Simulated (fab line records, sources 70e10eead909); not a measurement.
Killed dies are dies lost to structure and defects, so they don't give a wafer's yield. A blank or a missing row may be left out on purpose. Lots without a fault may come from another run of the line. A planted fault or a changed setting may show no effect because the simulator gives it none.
fab line records | flow nand_harc
record lots=6 wafers=18 last_day=33
route steps=1302 shown A_ZERO_WELL@401 A_SOURCE_PLATE@413 A_ONON_D1@424 END@1302
lots that met no fault: from a run of the same line without faults
start_h: hours from the record's first day to the start of the lot's first wafer shown | wait_h: hours since the lot's step before | " the same as in the row above | L1.1+2: a row that stands for several wafers | - no value, or no start given | * or withheld: withheld | < > ~ a bound
route shown NAME@n: a module of which the file shows steps, and the number in the route of the first | usual: mean/standard deviation of fault-free wafers | same: alike in all rows | chamber/n: place in a boat | sites: the reading at each site | _std_site: their standard deviation | _edge_site: outer sites' mean less inner sites' | radius_mm: how far each site lies from the wafer's centre | mask NAME#n: copy n | behind: the tool/chamber that last shaped the wafer | hold: why the lot was held/for how many hours/how that ended | device: the transistor (n, p or np) that didn't switch | end of line: the same wafers' tests at the end of the route | a step without rows: its recipe alone | killed: dies lost to structure and defects at the first sort, not the wafer's yield | map: a wafer's dies, x killed, . not, _ none there
set.NAME: the setting as run; set.NAME@STEP: as run at that earlier step | model.NAME: the simulator's own value behind a step, which no gauge read
lots at some steps of the route; a table a step, a row a wafer
services: from which hour (start_h, from the record's first day; less than 0 if before it) a tool's chamber was out of use, for how many hours, and why
## steps
# step NHARC_A_ZERO_WELL_CD_MEAS_10
# recipe target_cd_nm=2000 landing_energy_ev=500
# usual cd_nm=1999.6/2
# columns lot.wafer tool chamber start_h wait_h cd_nm
L560.1 cd_sem-03 0 180.91 - 2002.3
L560.4 " 0 " " 2003.6
L560.5 " 0 " " 2001.3
L565.3 cd_sem-02 0 227.58 - 1994.2
L565.4 " 0 " " 1995.3
L565.6 " 0 " " 1998.6
L568.1 cd_sem-03 0 261.74 - 2000.1
L568.4 " 0 " " 1998.8
L568.5 " 0 " " 1999.5
L570.1 cd_sem-02 0 283.70 - 1997.0
L570.2 " 0 " " 1999.7
L570.3 " 0 " " 2000.1
L574.2 cd_sem-03 0 320.22 - 2000.5
L574.3 " 0 " " 1998.7
L574.4 " 0 " " 2000.2
L577.2 cd_sem-02 0 349.60 - 1996.3
L577.3 " 0 " " 1999.9
L577.6 " 0 " " 1999.6
# step NHARC_A_ZERO_WELL_HARDBAKE_11
# recipe temp_c=118 time_s=65
# step NHARC_A_ZERO_WELL_DESCUM_12
# recipe time_s=3 o2_flow_sccm=200 ar_flow_sccm=0 bias_power_w=0 chemistry=O2
# usual drypump_motor_current_A=5.7/0.32 oes_product_au=0.999/0.013 rf_vpp_V=57.9/0.93 showerhead_plenum_p_Torr=1.92/0.089 throttle_valve_pct=11.312/0.0096
# columns lot.wafer tool chamber start_h wait_h drypump_motor_current_A oes_product_au rf_hours_counter_h rf_vpp_V showerhead_plenum_p_Torr throttle_valve_pct
L560.4 rie_diel-13 1 181.07 - 4.8 0.991 1 59.0 1.89 11.294
L560.1 " 0 " " 6.5 1.001 1 56.6 1.89 11.310
L560.5 " 2 " " 5.6 0.977 - 56.9 1.87 11.309
L565.3 rie_diel-10 0 227.75 - 5.8 1.000 3 57.0 2.01 11.305
L565.4 " 1 " " 5.8 1.003 4 58.0 2.07 11.304
L565.6 " 3 " " 6.0 1.009 - 58.7 1.87 11.307
L568.1 rie_diel-10 1 261.90 - 5.8 1.011 0 58.3 2.07 11.305
L568.4 " 3 " " 6.1 1.008 0 57.8 1.87 11.313
L568.5 " 1 " " 5.8 1.008 - 59.6 2.07 11.322
L570.1 rie_diel-10 2 283.86 - 5.9 1.012 1 56.8 1.84 11.317
L570.3 " 3 " " 6.0 1.007 1 57.2 1.86 11.315
L570.2 " 0 " " 5.8 0.993 2 57.5 2.00 11.306
L574.3 rie_diel-13 3 320.38 - 5.2 0.992 48 57.7 1.76 11.322
L574.2 " 0 " " 6.5 1.010 50 57.4 1.88 11.315
L574.4 " 1 " " 4.8 0.993 56 58.1 1.87 11.310
L577.3 rie_diel-10 1 349.76 - 5.8 0.995 5 58.6 2.07 11.320
L577.2 " 3 " " 6.0 1.001 5 57.9 1.86 11.332
L577.6 " 2 " " 5.9 1.011 - 57.7 1.84 11.299
# step NHARC_A_ZERO_WELL_ETCH_19
# recipe target_depth_a=800 overetch_a=240 time_s=87.88 ion_energy_ev=200 n2_flow_sccm=150 h2_flow_sccm=150 ar_flow_sccm=0 rf_w=400 bias_w=150 chemistry=N2/H2
# usual drypump_motor_current_A=5.8/0.32 oes_product_au=1.000/0.012 rf_vpp_V=430.6/2.7 showerhead_plenum_p_Torr=2.04/0.097 throttle_valve_pct=14.171/0.0082
# columns lot.wafer tool chamber start_h wait_h drypump_motor_current_A oes_product_au rf_hours_counter_h rf_vpp_V showerhead_plenum_p_Torr throttle_valve_pct
L560.4 rie_diel-13 3 181.15 0.1 5.2 0.998 1 426.4 1.89 14.186
L560.1 " 1 " " 4.8 0.994 1 430.1 2.01 14.178
L560.5 " 0 " " 6.5 1.018 - 431.3 2.02 14.184
L565.4 rie_diel-10 0 227.81 0.1 5.8 1.006 3 434.5 2.14 14.181
L565.3 " 2 " " 5.9 0.974 4 428.6 1.96 14.176
L565.6 " 1 " " 5.8 0.996 - 436.1 2.21 14.179
L568.4 rie_diel-10 1 261.98 0.1 5.8 1.008 0 435.0 2.21 14.177
L568.1 " 2 " " 5.9 1.013 0 426.4 1.96 14.162
L568.5 " 2 " " 5.9 1.027 - 428.3 1.96 14.165
L570.3 rie_diel-10 0 283.95 0.1 5.8 0.990 2 432.3 2.14 14.173
L570.1 " 2 " " 6.0 1.007 1 428.1 1.96 14.172
L570.2 " 3 " " 6.1 1.001 1 429.0 1.99 14.192
L574.2 rie_diel-13 0 320.46 0.1 6.5 1.023 50 428.6 2.00 14.171
L574.3 " 1 " " 4.8 0.999 56 429.3 1.99 14.173
L574.4 " 2 " " 5.6 0.986 54 427.9 1.97 14.164
L577.2 rie_diel-10 3 349.84 0.1 6.1 1.006 5 428.5 1.99 14.157
L577.3 " 1 " " 5.8 0.998 5 434.8 2.21 14.157
L577.6 " 0 " " 5.8 0.978 - 433.8 2.14 14.161
# step NHARC_A_ZERO_WELL_ETCH_13
# recipe target_depth_a=1200 time_s=40.1 hbr_flow_sccm=150 cl2_flow_sccm=50 rf_w=400 icp_w=400 bias_w=100 chemistry=HBr/Cl2
# usual drypump_motor_current_A=5.8/0.45 oes_product_au=0.999/0.0095 throttle_valve_pct=26.405/0.0092
# columns lot.wafer tool chamber start_h wait_h drypump_motor_current_A oes_product_au rf_hours_counter_h throttle_valve_pct
L560.1 rie_si-04 0 181.27 - 6.8 1.007 0.0 26.396
L560.4 " 3 " " 5.7 0.991 0.0 26.398
L560.5 " 0 " " 6.7 1.002 - 26.401
L565.4 rie_si-05 0 227.95 - 6.2 0.995 0.5 26.391
L565.3 " 2 " " 5.7 0.998 0.6 26.408
L565.6 " 3 " " 5.6 0.998 - 26.419
L568.4 rie_si-02 2 262.11 - 5.0 0.988 0.9 26.393
L568.1 " 0 " " 5.7 1.004 1.1 26.389
L568.5 " 2 " " 4.9 0.998 - 26.410
L570.3 rie_si-04 0 284.06 - 6.7 0.991 0.7 26.404
L570.2 " 1 " " 5.9 1.000 0.6 26.402
L570.1 " 3 " " 5.7 0.991 0.7 26.404
L574.3 rie_si-02 2 320.59 - 5.0 0.986 0.2 26.405
L574.4 " 3 " " 5.6 1.008 0.2 26.392
L574.2 " 0 " " 5.7 1.016 0.2 26.411
L577.2 rie_si-05 3 349.99 - 5.6 0.992 0.2 26.392
L577.3 " 0 " " 6.2 1.018 0.2 26.408
L577.6 " 1 " " 6.2 1.006 - 26.420
# step NHARC_A_ZERO_WELL_STRIP_14
# recipe time_s=900 temp_c=130 chemistry=SPM
# step NHARC_A_ZERO_WELL_IMPLANT_15
# recipe energy_kev=150 dose_cm2=1e+13 tilt_deg=7
# step NHARC_A_ZERO_WELL_PRECLEAN_22
# recipe time_s=60 temp_c=50 bath_age_min=0 chemistry=SC1
# step NHARC_A_ZERO_WELL_SRD_23
# step NHARC_A_ZERO_WELL_RTA_16
# recipe temp_c=1000 time_s=10
# usual anneal_temp_c_max=1005.1/1.1 lamp_power_pct=30.5/1.6 lamp_zone_2_pct=30.5/1.7 lamp_zone_5_pct=30.5/1.6 wafer_temp_C_max=1003.5/0.99
# columns lot.wafer tool chamber start_h wait_h anneal_temp_c_max lamp_power_pct lamp_zone_2_pct lamp_zone_5_pct wafer_temp_C_max
L560.1 rtp_anneal-01 0 182.18 - 1004.6 31.4 31.4 31.4 1002.7
L560.4 " 0 " " 1005.9 31.5 31.4 31.4 1004.2
L560.5 " 0 " " 1004.1 31.4 31.4 31.5 1002.6
L565.3 rtp_anneal-02 0 229.01 - 1005.6 27.6 27.6 27.6 1005.1
L565.4 " 0 " " 1005.9 27.6 27.6 27.6 1006.0
L565.6 " 0 " " 1005.1 27.6 27.6 27.6 1005.4
L568.1 rtp_anneal-01 0 263.00 - 1004.1 31.4 31.4 31.4 1003.2
L568.4 " 0 " " 1003.9 31.4 31.5 31.4 1003.6
L568.5 " 0 " " 1006.0 31.4 31.4 31.4 1001.8
L570.1 rtp_anneal-01 0 284.97 - 1006.8 31.4 31.4 31.4 1004.0
L570.2 " 0 " " 1006.3 31.4 31.4 31.4 1003.3
L570.3 " 0 " " 1005.8 31.4 31.4 31.5 1003.4
L574.2 rtp_anneal-01 0 321.50 - 1003.6 31.4 31.4 31.5 1002.6
L574.3 " 0 " " 1003.6 31.5 31.4 31.4 1003.1
L574.4 " 0 " " 1004.6 31.4 31.4 31.4 1002.5
L577.2 rtp_anneal-01 0 350.89 - 1004.9 31.4 31.4 31.4 1002.8
L577.3 " 0 " " 1004.4 31.3 31.4 31.4 1003.9
L577.6 " 0 " " 1005.0 31.3 31.3 31.3 1002.3
# step NHARC_A_ZERO_WELL_INSPECT_17
# usual raw_defect_count=10/4.1
# columns lot.wafer tool chamber start_h wait_h raw_defect_count
L560.1 defect_inspect-01 - 182.38 0.2 8
L560.4 " - " " 14
L560.5 " - " " 23
L565.3 defect_inspect-02 - 229.15 0.1 12
L565.4 " - " " 17
L565.6 " - " " 10
L568.1 defect_inspect-02 - 263.19 0.2 12
L568.4 " - " " 9
L568.5 " - " " 14
L570.1 defect_inspect-01 - 285.17 0.2 11
L570.2 " - " " 14
L570.3 " - " " 7
L574.2 defect_inspect-02 - 321.67 0.1 18
L574.3 " - " " 5
L574.4 " - " " 15
L577.2 defect_inspect-01 - 351.08 0.2 7
L577.3 " - " " 12
L577.6 " - " " 10
# step NHARC_A_SOURCE_PLATE_PRECLEAN_00
# recipe time_s=60 chemistry=HF-LAST
# columns lot.wafer tool chamber start_h wait_h
L560.1+4+5 wet_bench-04 2,4,5 182.43 0.1
L565.6+4+3 wet_bench-06 3,4,0 229.20 0.0
L568.4+5+1 wet_bench-04 1,2,5 263.25 0.1
L570.3+2+1 wet_bench-04 3,4,5 285.22 0.1
L574.4+2+3 wet_bench-02 4,7,1 321.72 0.0
L577.2+3+6 wet_bench-04 5,7,0 351.14 0.1
# step NHARC_A_SOURCE_PLATE_SRD_01
# step NHARC_A_SOURCE_PLATE_OXIDE_02
# recipe target_thk_a=100 temp_c=900 ox_time_s=1362 material=SiO2
# step NHARC_A_SOURCE_PLATE_THK_MEAS_09
# recipe thk_meas_gauge=ellipsometry
# usual thk_nm=9.7/0.98
# columns lot.wafer tool chamber start_h wait_h thk_nm
L560.1 film_metro-02 - 189.86 0.4 9.8
L560.4 " - " " 7.9
L560.5 " - " " 9.5
L565.3 film_metro-01 - 236.43 0.4 10.2
L565.4 " - " " 10.7
L565.6 " - " " 8.7
L568.1 film_metro-02 - 270.48 0.4 11.6
L568.4 " - " " 9.1
L568.5 " - " " 10.2
L570.1 film_metro-01 - 292.28 0.4 8.3
L570.2 " - " " 9.6
L570.3 " - " " 10.5
L574.2 film_metro-02 - 329.19 0.4 9.8
L574.3 " - " " 9.2
L574.4 " - " " 9.1
L577.2 film_metro-02 - 357.93 0.4 9.1
L577.3 " - " " 10.7
L577.6 " - " " 8.3
# step NHARC_A_SOURCE_PLATE_PVD_04
# recipe target_thk_a=500 material=WSi2
# step NHARC_A_SOURCE_PLATE_CVD_03
# recipe target_thk_a=2000 temp_c=620 pressure_mtorr=200 time_s=4000 material=poly-Si
# step NHARC_A_SOURCE_PLATE_ANNEAL_05
# recipe temp_c=850 time_s=1800
# step NHARC_A_SOURCE_PLATE_THK_MEAS_06
# recipe thk_meas_gauge=ellipsometry
# usual thk_nm=200.3/2.2
# columns lot.wafer tool chamber start_h wait_h thk_nm
L560.1 film_metro-02 - 202.75 0.4 201.8
L560.4 " - " " 199.3
L560.5 " - " " 201.5
L565.3 film_metro-01 - 249.22 0.4 204.1
L565.4 " - " " 204.6
L565.6 " - " " 205.7
L568.1 film_metro-01 - 283.66 0.4 198.1
L568.4 " - " " 196.0
L568.5 " - " " 196.6
L570.1 film_metro-01 - 306.87 0.4 198.8
L570.2 " - " " 197.4
L570.3 " - " " 201.9
L574.2 film_metro-02 - 342.05 0.4 198.8
L574.3 " - " " 197.4
L574.4 " - " " 195.0
L577.2 film_metro-01 - 370.42 0.4 198.8
L577.3 " - " " 201.3
L577.6 " - " " 200.2
# step NHARC_A_SOURCE_PLATE_INSPECT_08
# usual raw_defect_count=55/21
# columns lot.wafer tool chamber start_h wait_h raw_defect_count
L560.1 defect_inspect-01 - 202.81 0.0 115
L560.4 " - " " 82
L560.5 " - " " 51
L565.3 defect_inspect-01 - 249.33 0.0 44
L565.4 " - " " 77
L565.6 " - " " 79
L568.1 defect_inspect-02 - 283.77 0.0 454
L568.4 " - " " 452
L568.5 " - " " 452
L570.1 defect_inspect-02 - 306.95 0.0 475
L570.2 " - " " 457
L570.3 " - " " 431
L574.2 defect_inspect-02 - 342.16 0.0 45
L574.3 " - " " 52
L574.4 " - " " 74
L577.2 defect_inspect-01 - 370.49 0.0 56
L577.3 " - " " 71
L577.6 " - " " 28
# step NHARC_A_ONON_D1_DEP_00
# recipe target_thk_a=10000 n2_flow_sccm=2750 n2o_flow_sccm=2000 nh3_flow_sccm=500 sih4_flow_sccm=210 temp_c=400
# step NHARC_END_SORT_01
# recipe temp_c=25
# usual killed_at_array=55/20 killed_at_other=0.7/0.96 killed_at_periphery=4.1/2.4 killed_dies=60/20 killed_open=3.3/1.9 killed_short=2.8/1.6
# same gross_dies=677
# columns lot.wafer tool chamber start_h wait_h killed_at_array killed_at_other killed_at_periphery killed_dies killed_open killed_short
L568.1 prober-01 0 690.12 2.5 116 1 4 121 1 3
L568.4 prober-01 0 692.53 3.4 89 1 6 96 4 1
L568.5 prober-01 0 693.33 3.7 107 0 4 111 3 4
L570.1 prober-02 0 713.48 2.5 118 0 2 120 0 4
L570.2 prober-02 0 714.28 2.8 128 1 6 135 7 3
L570.3 prober-02 0 715.08 3.1 130 0 2 132 7 3
L574.2 prober-01 0 748.93 2.8 89 0 3 92 3 0
L574.3 prober-01 0 749.73 3.1 80 0 8 88 3 2
L574.4 prober-01 0 750.54 3.4 88 0 2 90 2 4
# killed by level:class
L568.1 A_SOURCE_PLATE:unspecified=72 A_CHANNEL_HOLE_D1:chamber_film_flake=25 A_SLIT:chamber_film_flake=5 A_CONTACT:chamber_film_flake=5 A_CHANNEL_HOLE_D2:chamber_film_flake=2 A_WL_FILL:chamber_film_flake=2 P_CONTACT:geometric_particle:short=1 A_CHANNEL_FILL_D2:geometric_particle:short=1
L568.4 A_SOURCE_PLATE:unspecified=42 A_CHANNEL_HOLE_D1:chamber_film_flake=27 A_CONTACT:chamber_film_flake=9 A_CHANNEL_HOLE_D2:chamber_film_flake=4 P_CONTACT:chamber_film_flake=3 A_M0:geometric_particle:open=2 P_GATE:chamber_film_flake=2 A_WL_FILL:chamber_film_flake=2
L568.5 A_SOURCE_PLATE:unspecified=65 A_CONTACT:chamber_film_flake=8 A_CHANNEL_HOLE_D1:chamber_film_flake=7 A_SLIT:chamber_film_flake=7 A_WL_FILL:chamber_film_flake=5 A_CHANNEL_HOLE_D2:chamber_film_flake=4 A_STAIRCASE:chamber_film_flake=4 A_CHANNEL_HOLE_D2:geometric_particle:short=2
L570.1 A_SOURCE_PLATE:unspecified=70 A_CHANNEL_HOLE_D1:chamber_film_flake=24 A_CHANNEL_HOLE_D2:chamber_film_flake=12 A_CONTACT:chamber_film_flake=4 A_ONON_D1:geometric_particle:short=2 A_STAIRCASE:chamber_film_flake=2 A_DECK1_JOINT:geometric_particle:short=1 A_M0:geometric_particle:short=1
L570.2 A_SOURCE_PLATE:unspecified=56 A_CHANNEL_HOLE_D1:chamber_film_flake=34 A_CHANNEL_HOLE_D2:chamber_film_flake=23 A_STAIRCASE:chamber_film_flake=4 P_GATE:chamber_film_flake=3 P_CONTACT:geometric_particle:open=2 A_ONON_D2:geometric_particle:open=2 A_M0:geometric_particle:open=2
L570.3 A_SOURCE_PLATE:unspecified=67 A_CHANNEL_HOLE_D1:chamber_film_flake=26 A_CHANNEL_HOLE_D2:chamber_film_flake=20 A_M0:geometric_particle:open=3 A_CONTACT:chamber_film_flake=3 A_ONON_D1:geometric_particle:open=2 A_STAIRCASE:chamber_film_flake=2 A_SLIT:chamber_film_flake=2
L574.2 A_CHANNEL_HOLE_D1:chamber_film_flake=29 A_SLIT:chamber_film_flake=29 A_CHANNEL_HOLE_D2:chamber_film_flake=23 A_CONTACT:chamber_film_flake=4 P_GATE:chamber_film_flake=2 A_SOURCE_PLATE:geometric_particle:open=1 A_CHANNEL_HOLE_D1:geometric_particle:open=1 A_DECK1_JOINT:geometric_particle:open=1
L574.3 A_CHANNEL_HOLE_D2:chamber_film_flake=28 A_SLIT:chamber_film_flake=23 A_CHANNEL_HOLE_D1:chamber_film_flake=22 P_GATE:chamber_film_flake=4 A_CONTACT:chamber_film_flake=3 P_GATE:geometric_particle:open=2 A_STAIRCASE:chamber_film_flake=2 P_M0:geometric_particle:open=1
L574.4 A_SLIT:chamber_film_flake=28 A_CHANNEL_HOLE_D1:chamber_film_flake=28 A_CHANNEL_HOLE_D2:chamber_film_flake=22 A_CONTACT:chamber_film_flake=3 A_STAIRCASE:chamber_film_flake=2 P_M0:geometric_particle:short=1 A_CHANNEL_FILL_D1:geometric_particle:short=1 A_DECK1_JOINT:geometric_particle:open=1
# map L568.1 (x killed, . not)
____________.____________
_________......._________
_______....x.xx..._______
______....x..x.....______
_____.....x.xxx....._____
____.....xxx.xxx.....____
____.....xxxxxxx.....____
___......xxxxxxxx.....___
___.....xxxxxxxx......___
__....x.xxxxxxxx......x__
__....xxxxxxxxxx.......__
_.....xxxxxxxxx......x.._
_.....xxxxxxxxxx........_
_......xxxxxxx.x........_
_......xxxxxxx.........._
_........xxxxxx........._
....x.x.x.x.x...........x
.........x.x.............
.......xxx...............
.....x.......x...........
............x............
_......................._
_.................x....._
_......................._
_......................._
_......................._
__.....................__
__.....................__
___...............x..x___
___.........x.........___
____............x....____
____...............x.____
_____.........xx...._____
______.............______
_______..........._______
_________......._________
____________.____________
# map L570.2 (x killed, . not)
____________.____________
_________....x.x_________
_______...x......x_______
______x.....xxxx...______
_____x.....x..xx.xx._____
____x.x.....xxxx.x...____
____...x...xxxxx.x...____
___xxxx....x.x.x......___
___xxxxx...xxxxxx.....___
__..x.x....xxx..x......__
__x.xxx...x...x.x.x.x..__
_.x...x................x_
_....x......x.x...x....._
_......................._
_......................._
_.x...................x._
....x....................
.................x.......
.........................
....................x....
.........................
_......................._
_......................._
_.....x................._
_..x....x..............._
_.xxxxx................._
__xxxxxx.........x.....__
__xxxxxx.x.............__
___xxxxxxxx...........___
___xxxxxxx.....x......___
____xxxxx...x........____
____xxxxxx..x........____
_____xxxx.x........x_____
______xxx..........______
_______x.........._______
_________......._________
____________.____________
## services
# columns tool chamber start_h hours kind
rie_diel-10 2 160.15 16.9 repair
wet_bench-04 - 163.43 1.4 repair
rie_si-04 - 165.00 9.0 pm
rie_diel-13 - 165.23 9.0 pm
rie_diel-10 0 172.59 - clean
wet_bench-04 - 177.42 2.8 repair
rie_si-02 - 179.14 0.2 repair
wet_bench-06 - 193.62 8.0 pm
rie_si-05 2 194.97 5.7 repair
rie_si-04 1 196.86 12.9 repair
rie_si-04 3 197.05 4.1 repair
rie_diel-10 0 204.64 2.4 repair
wet_bench-04 - 227.20 8.0 pm
wet_bench-02 - 236.79 8.0 pm
rie_diel-10 - 242.59 9.0 pm
wet_bench-06 - 248.87 1.6 repair
rie_diel-13 - 251.21 0.7 repair
rie_si-02 - 277.00 9.0 pm
rie_si-05 - 302.72 0.8 repair
rie_si-05 - 305.00 9.0 pm
rie_si-04 2 305.96 6.5 repair
rie_diel-10 0 312.85 10.2 repair
rie_si-04 - 342.00 9.0 pm
rie_diel-13 - 343.02 9.0 pm
## key
first_sign step=NHARC_A_SOURCE_PLATE_INSPECT_08 reading=raw_defect_count direction=up sigmas=19 usual=55 struck=454
effect step=NHARC_END_SORT_01 reading=killed_dies direction=up sigmas=3 usual=60 struck=119 wafers_moved=5
more_kills_born_at NHARC_A_SOURCE_PLATE_PRECLEAN_00@wet_bench-04=372
met_at NHARC_A_SOURCE_PLATE_PRECLEAN_00
struck_wafers L568.1,L568.4,L568.5,L570.1,L570.2,L570.3
tester_left_out L568,L570
onset_between 182.43 263.25
fault kind=chamber_particle_source tool=wet_bench-04 chamber=- onset_h=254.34 steps=NHARC_A_SOURCE_PLATE_PRECLEAN_00 rate_per_visit_cm2=0.64905 end_h=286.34
# tester_left_out: of these lots the tester's yield and bins aren't shown, on N5 and GAA mostly nor the transistor test; their killed dies are dies lost to structure and defects alone, not to doping, threshold or leakage, so they don't give the yield
